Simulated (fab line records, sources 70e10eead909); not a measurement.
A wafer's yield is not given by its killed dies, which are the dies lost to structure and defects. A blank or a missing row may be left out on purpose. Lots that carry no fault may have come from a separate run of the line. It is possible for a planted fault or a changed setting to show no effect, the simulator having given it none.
Matching of chambers | flow nand_harc | NHARC_P_CONTACT_DEP_30 on pecvd-03 has 3 sister chambers
The step deposits SiNx, target thk 30 nm. 22 wafers are shown with their chamber, then 11 later ones without.

## WAFERS, EACH WITH ITS CHAMBER
wafer  | chamber | heater_power_w (W)
L078.1 | 2       | 882
L078.3 | 1       | 711
L078.5 | 1       | 688
L080.1 | 2       | 910
L080.2 | 1       | 731
L080.3 | 0       | 592
L083.2 | 0       | 602
L083.3 | 2       | 896
L083.5 | 0       | 604
L084.1 | 0       | 583
L084.2 | 2       | 886
L084.4 | 1       | 613
L086.1 | 1       | 738
L086.3 | 0       | 648
L086.4 | 2       | 946
L087.1 | 2       | 931
L087.3 | 0       | 640
L087.5 | 0       | 622
L088.4 | 2       | 928
L088.5 | 2       | 917
L088.6 | 1       | 729
L091.2 | 2       | 925

SIGNATURES (means of the wafers above)
reading        | chamber 0 | chamber 1 | chamber 2 | scatter within a chamber
heater_power_w | 613.00    | 701.67    | 913.44    | 31.1
Rule: for a wafer and a chamber, the distance is found by dividing, reading by reading, the gap between the wafer's reading and the chamber's mean by the reading's scatter, squaring, summing and taking the root. If the next closest chamber is less than 2 further off than the closest, the wafer can't be placed; otherwise it belongs to the closest. How the scatter is found: for the shown wafers, subtract from each reading the mean of its chamber, square and add these, divide the total by (wafers less chambers), then take the root.

## WAFERS MISSING THEIR CHAMBER
wafer  | heater_power_w (W)
L091.4 | 591
L091.5 | 921
L093.4 | 623
L093.5 | 839
L093.6 | 640
L095.1 | 531
L095.2 | 891
L095.5 | 884
L097.3 | 720
L097.5 | 702
L097.6 | 789

## THE CHAMBER EACH PASSED THROUGH
wafer  | from the rows above     | in truth
L091.4 | 0                       | 0
L091.5 | 2                       | 2
L093.4 | 0                       | 0
L093.5 | 2                       | 2
L093.6 | can't be placed: 0 or 1 | 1
L095.1 | 0                       | 0
L095.2 | 2                       | 2
L095.5 | 2                       | 2
L097.3 | 1                       | 1
L097.5 | 1                       | 1
L097.6 | can't be placed: 1 or 2 | 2
Placed correctly: 9 of 11. Not placeable from these rows: 2 (in 2, the candidates include the true chamber). Placed wrongly: 0.
